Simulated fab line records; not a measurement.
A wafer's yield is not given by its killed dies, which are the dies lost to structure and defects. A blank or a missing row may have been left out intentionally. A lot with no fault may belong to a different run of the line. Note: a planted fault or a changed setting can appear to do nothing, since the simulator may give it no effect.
fab line records	flow n5Finfet
record lots=14	wafers=40	lastDay=18
route steps=1938 shown ILD0@335 SDB@358 BEOL_M4@1111
lots with no fault: from the same line, run without faults
startH: hours from the record's opening day to when the first of the lot's shown wafers began	waitH: time in hours since the lot's previous step	" identical to the entry in the row above	L1.1+2: several wafers, shown together as one row	- no value, or no start was given	* or withheld: withheld	< > ~ a bound
route shown NAME@n: NAME is a module with steps in the file, n the number in the route of the first one	usual: mean/standard deviation of fault-free wafers	same: alike in all rows	chamber/n: place in a boat	sites: per-site readings	_std_site: how widely they spread, as a standard deviation	_edge_site: the outer-site mean with the inner-site mean subtracted	radiusMm: how far each site lies from the wafer's centre	mask NAME#n: copy n	behind: the most recent tool/chamber to have shaped the wafer	hold: why the lot went on hold/how many hours it stayed there/how the hold came to an end	device: the transistor (n, p or np) that didn't switch	end of line: the route-end tests of the same wafers	step lacking rows: just its recipe	killed: count of dies lost to structure and defects at first sort (not the wafer's yield)	map: a wafer's dies, marking killed ones x, the rest . and places with no die _
set.NAME: the setting that was run; set.NAME@STEP: the one run at that earlier step	model.NAME: the simulator's own value behind a step, which no gauge read
a sample of lots followed through the steps of the route, with each step as a table and each wafer as a row
services: from which hour (startH, from the record's first day; less than 0 if before it) a tool's chamber was out of use, for how many hours, and why
## steps
# step N5_ILD0_LINER_00
# recipe material=SiNx	targetThkA=40	tempC=400	aldPrecursorFamily=SiH2I2	aldCoReactant=N2/H2-plasma	pulseTimeS=1	purgeTimeS=2	coReactantPurgeTimeS=2	aldCycles=80	pressureTorr=2
# usual heaterPowerW=849/99	precursorPulseHeightRel=1.000/0.019
lot.wafer	tool	chamber	startH	waitH	heaterPowerW	precursorPulseHeightRel
L755.1	aldSin-02	2	57.69	0.2	749	1.015
L755.3	"	3	"	"	723	0.971
L755.6	"	1	"	"	809	1.009
L756.1	aldSin-01	2	67.35	0.2	985	1.003
L756.3	"	0	"	"	942	1.004
L756.4	"	1	"	"	856	0.990
L757.1	aldSin-01	2	79.55	0.0	982	0.984
L757.3	"	1	"	"	839	1.008
L757.6	"	0	"	"	958	1.002
L759.2	aldSin-02	1	84.87	0.0	800	0.989
L759.4	"	3	"	"	721	0.977
L759.5	"	1	"	"	821	1.000
L760.1	aldSin-01	0	90.69	0.6	960	0.989
L760.3	"	1	"	"	813	0.982
L760.4	"	2	"	"	1014	1.015
L763.1	aldSin-03	2	107.75	0.4	700	1.014
L763.3	"	1	"	"	942	0.996
L763.5	"	2	"	"	703	1.023
L765.2	aldSin-01	1	117.04	0.0	850	0.999
L765.3	"	3	"	"	786	1.015
L765.5	"	0	"	"	948	1.015
L766.5	aldSin-02	2	126.23	0.2	718	0.984
L766.6	"	3	"	"	738	1.009
L767.1	aldSin-01	0	137.56	0.0	971	0.989
L767.3	"	1	"	"	833	1.014
L767.4	"	2	"	"	1006	0.986
L768.2	aldSin-03	3	138.14	0.0	807	1.011
L768.3	"	2	"	"	706	0.993
L768.5	"	2	"	"	692	0.992
L773.3	aldSin-01	2	171.04	0.3	994	1.014
L773.4	"	2	"	"	1009	0.980
L773.6	"	0	"	"	947	0.982
L776.2	aldSin-01	0	188.84	0.9	959	0.972
L776.4	"	3	"	"	794	0.994
L776.6	"	2	"	"	1018	0.984
L777.5	aldSin-03	2	198.33	0.4	720	0.971
L777.6	"	3	"	"	830	1.000
L778.1	aldSin-02	2	202.75	0.0	734	0.987
L778.2	"	1	"	"	794	1.016
L778.3	"	0	"	"	886	1.000
# step N5_ILD0_THK_MEAS_04
# usual thkNm=197.2/1.4
lot.wafer	tool	chamber	startH	waitH	thkNm
L755.1	filmMetro-02	-	60.35	-	196.4
L755.3	"	-	"	"	198.7
L755.6	"	-	"	"	198.1
L756.1	filmMetro-02	-	70.01	-	196.3
L756.3	"	-	"	"	195.4
L756.4	"	-	"	"	196.6
L757.1	filmMetro-02	-	82.23	-	196.0
L757.3	"	-	"	"	197.5
L757.6	"	-	"	"	195.8
L759.2	filmMetro-02	-	87.54	-	197.0
L759.4	"	-	"	"	195.7
L759.5	"	-	"	"	199.2
L760.1	filmMetro-01	-	93.35	-	198.3
L760.3	"	-	"	"	197.9
L760.4	"	-	"	"	193.3
L763.1	filmMetro-02	-	110.41	-	197.5
L763.3	"	-	"	"	196.2
L763.5	"	-	"	"	196.8
L765.2	filmMetro-01	-	119.70	-	194.6
L765.3	"	-	"	"	197.4
L765.5	"	-	"	"	196.7
L766.5	filmMetro-01	-	128.71	-	197.0
L766.6	"	-	"	"	196.6
L767.1	filmMetro-02	-	140.34	-	195.9
L767.3	"	-	"	"	195.8
L767.4	"	-	"	"	196.1
L768.2	filmMetro-01	-	141.39	-	197.4
L768.3	"	-	"	"	197.7
L768.5	"	-	"	"	197.7
L773.3	filmMetro-02	-	173.70	-	198.7
L773.4	"	-	"	"	198.5
L773.6	"	-	"	"	200.2
L776.2	filmMetro-02	-	191.88	-	199.1
L776.4	"	-	"	"	197.4
L776.6	"	-	"	"	199.5
L777.5	filmMetro-01	-	201.15	-	199.7
L777.6	"	-	"	"	199.7
L778.1	filmMetro-02	-	205.41	-	197.9
L778.2	"	-	"	"	196.1
L778.3	"	-	"	"	196.1
# step N5_SDB_INSPECT_13
# recipe mode=adi	inspectInstrument=brightfield
# usual rawDefectCount=86/38
lot.wafer	tool	chamber	startH	waitH	rawDefectCount
L755.1	defectInspect-02	-	64.45	0.0	75
L755.3	"	-	"	"	56
L755.6	"	-	"	"	112
L756.1	defectInspect-02	-	73.99	0.0	80
L756.3	"	-	"	"	147
L756.4	"	-	"	"	134
L757.1	defectInspect-02	-	86.52	0.0	74
L757.3	"	-	"	"	67
L757.6	"	-	"	"	109
L759.2	defectInspect-02	-	92.14	0.0	160
L759.4	"	-	"	"	124
L759.5	"	-	"	"	121
L760.1	defectInspect-02	-	98.74	0.0	64
L760.3	"	-	"	"	57
L760.4	"	-	"	"	62
L763.1	defectInspect-02	-	114.74	0.0	120
L763.3	"	-	"	"	130
L763.5	"	-	"	"	55
L765.2	defectInspect-01	-	123.91	0.0	143
L765.3	"	-	"	"	147
L765.5	"	-	"	"	132
L766.5	defectInspect-01	-	132.83	0.0	33
L766.6	"	-	"	"	60
L767.1	defectInspect-01	-	144.53	0.0	69
L767.3	"	-	"	"	115
L767.4	"	-	"	"	220
L768.2	defectInspect-01	-	145.49	0.0	83
L768.3	"	-	"	"	64
L768.5	"	-	"	"	19
L773.3	defectInspect-02	-	177.86	0.0	84
L773.4	"	-	"	"	167
L773.6	"	-	"	"	126
L776.2	defectInspect-01	-	195.86	0.0	32
L776.4	"	-	"	"	42
L776.6	"	-	"	"	26
L777.5	defectInspect-01	-	205.26	0.0	77
L777.6	"	-	"	"	85
L778.1	defectInspect-02	-	209.51	0.0	77
L778.2	"	-	"	"	47
L778.3	"	-	"	"	74
# step N5_SDB_HM_OPEN_20
# recipe chemistry=CH3F/O2	target=SiNx	maskMaterial=SOC	targetDepthA=240	stopOn=poly-Si	overEtchFrac=0.4	ionEnergyEv=120	pressureMtorr=30	sourceW=395	biasW=73	Ar_flow_sccm=150	CH3F_flow_sccm=30	O2_flow_sccm=20
# usual CH3F_flow_sccm=29.99/0.1	drypumpMotorCurrentA=5.8/0.52	oes_ar_750_au=0.79/0.082	oes_o_777_au=0.79/0.084	oesProductAu=0.64/0.069	rfVppV=297/6.4	showerheadPlenumPTorr=2.04/0.065	throttleValvePct=16.31/0.18
# same overEtchFrac=0.4
lot.wafer	tool	chamber	startH	waitH	CH3F_flow_sccm	drypumpMotorCurrentA	oes_ar_750_au	oes_o_777_au	oesProductAu	rfHoursCounterH	rfVppV	showerheadPlenumPTorr	throttleValvePct
L755.1	rieDiel-01	1	64.71	0.0	30.06	5.8	0.70	0.69	0.55	217	286	1.91	16.32
L755.3	"	3	"	"	29.93	6.6	0.73	0.75	0.59	214	303	2.05	16.39
L755.6	"	1	"	"	30.06	5.8	0.71	0.69	0.57	-	286	1.91	16.32
L756.1	rieDiel-06	3	74.25	0.0	30.01	5.4	0.70	0.71	0.58	230	290	1.89	16.52
L756.3	"	2	"	"	30.05	6.3	0.73	0.73	0.60	206	290	1.98	16.38
L756.4	"	0	"	"	29.98	5.7	0.70	0.69	0.60	184	308	2.08	16.37
L757.1	rieDiel-03	0	86.78	0.0	30.07	5.2	0.95	0.93	0.80	2	300	2.03	15.91
L757.3	"	2	"	"	29.91	5.0	0.87	0.88	0.70	42	293	2.06	16.52
L757.6	"	3	"	"	30.21	5.9	0.85	0.87	0.69	-	295	1.95	16.37
L759.2	rieDiel-01	3	92.40	0.0	29.91	6.6	0.73	0.74	0.59	225	304	2.05	16.40
L759.4	"	0	"	"	29.94	6.3	0.79	0.79	0.66	93	297	2.10	16.15
L759.5	"	3	"	"	29.99	6.5	0.73	0.74	0.59	-	304	2.05	16.41
L760.1	rieDiel-03	0	99.10	0.0	30.09	5.2	0.94	0.91	0.79	6	301	2.03	15.93
L760.3	"	3	"	"	29.99	6.0	0.85	0.86	0.68	76	294	1.95	16.40
L760.4	"	2	"	"	29.95	5.0	0.87	0.88	0.70	47	291	2.05	16.55
L763.1	rieDiel-03	0	115.00	0.0	30.15	5.2	0.92	0.90	0.77	12	299	2.03	15.94
L763.3	"	3	"	"	30.18	5.9	0.84	0.85	0.68	81	294	1.95	16.40
L763.5	"	2	"	"	30.00	5.0	0.86	0.87	0.71	-	293	2.05	16.56
L765.2	rieDiel-03	0	124.52	0.0	30.19	5.2	0.91	0.90	0.76	15	301	2.03	15.94
L765.3	"	2	"	"	30.03	5.0	0.84	0.86	0.68	55	292	2.05	16.56
L765.5	"	2	"	"	30.08	5.0	0.85	0.87	0.70	-	292	2.05	16.58
L766.5	rieDiel-03	0	133.12	0.0	30.13	5.2	0.90	0.88	0.77	-	301	2.02	15.96
L766.6	"	1	"	"	30.10	5.4	0.74	0.76	0.60	-	297	2.06	16.31
L767.1	rieDiel-01	0	144.79	0.0	30.01	6.4	0.78	0.79	0.63	101	297	2.10	16.15
L767.3	"	2	"	"	29.84	5.2	0.88	0.86	0.71	44	300	2.12	16.08
L767.4	"	1	"	"	30.05	5.8	0.69	0.68	0.56	240	286	1.91	16.36
L768.2	rieDiel-03	2	145.75	0.0	30.00	5.0	0.84	0.86	0.67	62	292	2.05	16.60
L768.3	"	0	"	"	29.94	5.2	0.90	0.88	0.75	19	301	2.02	15.95
L768.5	"	1	"	"	29.93	5.5	0.74	0.76	0.60	-	299	2.06	16.30
L773.3	rieDiel-06	2	178.45	0.0	30.15	6.3	0.70	0.71	0.57	243	291	1.97	16.45
L773.4	"	1	"	"	29.86	6.6	0.71	0.71	0.59	204	307	2.07	16.41
L773.6	"	3	"	"	30.13	5.4	0.96	0.98	0.80	-	292	2.13	16.10
L776.2	rieDiel-06	3	196.14	0.0	30.07	5.4	0.94	0.96	0.77	8	293	2.13	16.12
L776.4	"	1	"	"	29.85	6.6	0.71	0.71	0.60	210	309	2.07	16.42
L776.6	"	0	"	"	30.01	5.8	0.67	0.66	0.57	-	307	2.07	16.46
L777.5	rieDiel-01	0	205.55	0.0	30.03	6.4	0.76	0.76	0.63	-	300	2.09	16.22
L777.6	"	1	"	"	30.00	5.7	0.67	0.67	0.54	-	287	1.90	16.38
L778.1	rieDiel-03	0	209.77	0.0	30.04	5.2	0.86	0.85	0.70	40	302	2.02	16.00
L778.2	"	1	"	"	29.93	5.5	0.72	0.74	0.57	192	297	2.05	16.34
L778.3	"	3	"	"	30.21	6.0	0.81	0.84	0.64	110	295	1.94	16.44
# step N5_SDB_STRIP_22
# recipe chemistry=N2/H2	powerW=1000	tempC=250	h2Frac=0.65	overashFraction=0.3	pressureMtorr=withheld	n2FlowSccm=1750	h2FlowSccm=3250
# usual drypumpMotorCurrentA=5.9/0.3	heaterPowerW=346/34	oesProductAu=0.715/0.0047	stripTimeToEndpointS=96.2/0.42	tempC=249.99/0.19
lot.wafer	tool	chamber	startH	waitH	drypumpMotorCurrentA	heaterPowerW	oesProductAu	rfHoursCounterH	stripTimeToEndpointS	tempC
L755.1	plasmaAsher-02	0	64.81	0.1	6.3	370	0.705	84	96.1	250.09
L755.3	"	1	"	"	5.8	304	0.716	-	95.8	249.41
L755.6	"	1	"	"	5.8	308	0.719	-	96.5	249.61
L756.1	plasmaAsher-02	0	74.33	0.1	6.3	371	0.717	86	97.4	250.07
L756.3	"	0	"	"	6.3	364	0.715	-	97.2	249.97
L756.4	"	1	"	"	5.7	305	0.712	-	96.4	250.01
L757.1	plasmaAsher-02	1	86.86	0.1	5.8	305	0.716	88	95.8	250.13
L757.3	"	0	"	"	6.3	363	0.715	-	95.6	250.21
L757.6	"	0	"	"	6.3	365	0.713	-	95.3	250.06
L759.2	plasmaAsher-01	0	92.48	0.1	6.0	402	0.713	39	96.4	250.04
L759.4	"	0	"	"	6.0	402	0.715	-	96.5	250.03
L759.5	"	1	"	"	5.4	339	0.721	-	96.3	250.01
L760.1	plasmaAsher-02	1	99.18	0.1	5.8	302	0.721	90	96.3	249.84
L760.3	"	1	"	"	5.8	299	0.709	-	96.1	249.78
L760.4	"	0	"	"	6.3	367	0.720	-	96.2	250.01
L763.1	plasmaAsher-01	0	115.08	0.1	6.0	399	0.714	44	96.9	250.34
L763.3	"	0	"	"	6.0	398	0.715	-	96.5	250.14
L763.5	"	0	"	"	6.0	389	0.709	-	96.2	250.11
L765.2	plasmaAsher-02	1	124.60	0.1	5.8	310	0.718	96	96.9	250.03
L765.3	"	0	"	"	6.3	368	0.718	-	96.8	249.44
L765.5	"	0	"	"	6.3	359	0.717	-	96.5	249.78
L766.5	plasmaAsher-01	1	133.25	0.1	5.4	339	0.720	-	96.4	250.25
L766.6	"	0	"	"	6.0	396	0.717	-	96.2	250.25
L767.1	plasmaAsher-02	0	144.87	0.1	6.3	361	0.715	100	96.1	249.87
L767.3	"	1	"	"	5.8	303	0.709	-	95.5	249.77
L767.4	"	0	"	"	6.3	374	0.716	-	96.1	249.90
L768.2	plasmaAsher-01	0	145.83	0.1	6.0	392	0.714	50	95.7	250.05
L768.3	"	1	"	"	5.4	334	0.708	-	95.9	249.93
L768.5	"	0	"	"	5.9	394	0.719	-	95.7	250.21
L773.3	plasmaAsher-02	0	178.57	0.1	6.3	356	0.719	-	96.1	250.16
L773.4	"	1	"	"	5.8	299	0.709	-	96.1	249.88
L773.6	"	1	"	"	5.8	308	0.720	-	100.0	249.83
L776.2	plasmaAsher-02	1	196.22	0.1	5.8	307	0.720	108	99.8	249.83
L776.4	"	1	"	"	5.7	311	0.709	-	96.0	249.78
L776.6	"	0	"	"	6.3	361	0.715	-	96.0	250.16
L777.5	plasmaAsher-02	0	205.68	0.1	6.3	361	0.715	-	96.8	249.74
L777.6	"	1	"	"	5.8	315	0.711	-	96.8	249.93
L778.1	plasmaAsher-02	0	209.85	0.1	6.3	367	0.718	112	96.3	249.93
L778.2	"	1	"	"	5.8	305	0.715	112	95.9	249.77
L778.3	"	0	"	"	6.3	378	0.719	-	96.0	250.12
# step N5_BEOL_M4_RC_MEAS_101
# usual DIBL_N=35.7/1.5	DIBL_P=35.7/2	IOFF_N=0.155/0.026	IOFF_P=0.20/0.031	ION_N=675/11	ION_P=462/7.1	SS_N=71.3/0.57	SS_P=73.1/0.56	VT_N=250/3	VT_P=-251/3
lot.wafer	tool	chamber	startH	waitH	DIBL_N[mV/V]	DIBL_P[mV/V]	IOFF_N[nA/um]	IOFF_P[nA/um]	ION_N[uA/um]	ION_P[uA/um]	SS_N[mV/dec]	SS_P[mV/dec]	VT_N[mV]	VT_P[mV]
L755.1	prober-02	0	175.87	0.0	36.7	36.3	0.153	0.21	667	459	71.6	72.7	251	-252
L755.3	"	0	"	"	37.2	36.8	0.171	0.23	673	459	71.7	73.6	250	-249
L755.6	"	0	"	"	35.3	34.4	0.142	0.18	666	461	71.2	72.6	252	-251
L756.1	prober-01	0	185.28	0.0	37.9	38.4	0.208	0.24	696	472	72.1	73.4	245	-247
L756.3	"	0	"	"	37.5	37.2	0.182	0.23	671	461	71.8	73.3	247	-248
L756.4	"	0	"	"	35.9	36.3	0.166	0.22	688	474	70.9	73.4	247	-249
L757.1	prober-02	0	194.13	0.0	34.0	33.8	0.141	0.19	683	462	71.2	72.1	250	-250
L757.3	"	0	"	"	36.0	37.2	0.186	0.26	685	468	71.9	73.3	245	-246
L757.6	"	0	"	"	33.7	33.5	0.142	0.19	678	465	70.4	72.3	249	-250
L760.1	prober-01	0	198.41	0.0	32.8	32.8	0.124	0.17	669	460	71.5	72.4	251	-251
L760.3	"	0	"	"	30.9	30.8	0.101	0.14	638	444	69.9	71.8	256	-255
L760.4	"	0	"	"	34.8	34.6	0.152	0.19	676	460	71.7	72.7	247	-252
L759.2	prober-02	0	199.05	0.2	36.1	34.7	0.165	0.21	674	460	72.0	72.9	248	-251
L759.4	"	0	"	"	37.1	34.5	0.181	0.20	694	468	72.9	73.0	248	-252
L759.5	"	0	"	"	35.4	32.9	0.140	0.18	678	464	71.3	72.6	251	-252
L763.1	prober-01	0	225.57	0.7	36.5	35.5	0.148	0.22	666	462	71.8	73.4	252	-249
L763.3	"	0	"	"	35.9	34.9	0.127	0.20	666	464	71.2	73.2	252	-250
L763.5	"	0	"	"	37.2	35.3	0.156	0.22	662	453	71.4	73.3	254	-246
L765.2	prober-01	0	232.45	0.2	34.5	35.2	0.134	0.16	678	463	71.0	72.7	251	-255
L765.3	"	0	"	"	37.3	38.2	0.171	0.20	684	462	72.0	74.3	247	-254
L765.5	"	0	"	"	37.2	37.7	0.164	0.20	682	461	71.2	74.1	250	-252
L766.5	prober-02	0	234.34	0.6	34.3	32.8	0.128	0.16	664	452	70.4	73.3	251	-253
L766.6	"	0	"	"	36.0	35.0	0.170	0.20	689	464	71.7	73.6	246	-251
L767.1	prober-01	0	252.89	0.0	35.4	35.9	0.176	0.23	693	478	71.7	73.7	246	-247
L767.3	"	0	"	"	34.8	35.0	0.153	0.21	682	471	70.9	73.1	249	-248
L767.4	"	0	"	"	34.9	34.9	0.155	0.21	678	470	70.7	73.3	248	-250
L768.2	prober-02	0	255.97	0.2	40.4	41.2	0.250	0.28	700	466	72.0	74.0	243	-248
L768.3	"	0	"	"	35.7	35.2	0.151	0.19	672	460	70.9	72.9	250	-254
L768.5	"	0	"	"	37.5	37.8	0.180	0.21	685	466	71.6	73.3	250	-252
L773.3	prober-02	0	293.25	0.3	33.4	34.3	0.121	0.14	668	450	71.4	72.9	253	-256
L773.4	"	0	"	"	34.1	34.8	0.133	0.15	677	455	71.6	72.9	250	-257
L773.6	"	0	"	"	34.6	35.3	0.136	0.15	677	456	71.7	72.8	250	-258
L776.2	prober-02	0	312.09	0.2	31.0	29.9	0.093	0.14	657	459	69.6	71.6	255	-254
L776.4	"	0	"	"	36.2	35.2	0.162	0.20	678	460	71.8	73.4	248	-250
L776.6	"	0	"	"	37.6	38.5	0.201	0.26	679	464	71.5	73.3	249	-248
L777.5	prober-01	0	312.16	0.6	36.4	38.0	0.163	0.20	666	459	71.1	73.1	246	-252
L777.6	"	0	"	"	37.0	39.4	0.172	0.22	676	464	71.1	73.1	249	-251
L778.1	prober-02	0	320.07	0.0	36.7	38.3	0.173	0.21	680	466	72.6	73.2	247	-251
L778.2	"	0	"	"	37.4	38.4	0.189	0.22	674	461	71.5	73.3	246	-251
L778.3	"	0	"	"	35.5	37.9	0.159	0.21	683	462	72.3	72.8	249	-250
## services
tool	chamber	startH	hours	kind
aldSin-01	1	45.29	2.0	repair
aldSin-01	3	49.33	6.0	repair
aldSin-01	-	56.04	2.8	pm
rieDiel-03	0	59.05	-	clean
rieDiel-03	0	59.05	-	consumableReplace:focusRing
rieDiel-03	0	59.05	20.3	scheduledDown
rieDiel-03	0	59.05	20.3	ventCycle
aldSin-01	3	61.45	1.4	repair
rieDiel-01	1	66.24	16.2	repair
aldSin-01	3	74.59	11.9	repair
aldSin-02	-	85.26	14.0	pm
aldSin-02	0	85.26	14.0	ventCycle
rieDiel-06	0	95.43	9.2	repair
rieDiel-01	0	107.19	29.5	repair
aldSin-03	-	120.00	1.0	repair
rieDiel-06	2	169.03	5.1	repair
aldSin-01	1	169.99	14.6	repair
rieDiel-01	3	172.08	16.0	repair
rieDiel-01	1	175.77	9.0	repair
aldSin-03	-	176.75	14.0	pm
rieDiel-06	-	183.10	0.2	repair
rieDiel-03	3	184.82	4.3	repair
plasmaAsher-01	-	197.93	1.5	repair
aldSin-01	-	201.19	0.7	repair
## key
firstSign step=N5_SDB_STRIP_22	reading=stripTimeToEndpointS	direction=up	sigmas=8.6	usual=*	struck=*
effect none on later readings
metAt N5_SDB_HM_OPEN_20
struckLots L773,L776
struckWafers L773.6,L776.2
sortLeftOut L773.6,L776.2
notActingAt N5_ILD0_LINER_00,N5_ILD0_THK_MEAS_04,N5_SDB_INSPECT_13
onsetBetween 74.25 178.45
fault kind=processParameterDrift	tool=rieDiel-06	chamber=3	onsetH=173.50	steps=N5_SDB_HM_OPEN_20	channel=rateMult	offset=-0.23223	shape=step	endH=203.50
# sortLeftOut: the simulated sort isn't trusted on such a fault, so these wafers' sort isn't shown, and their yield isn't known
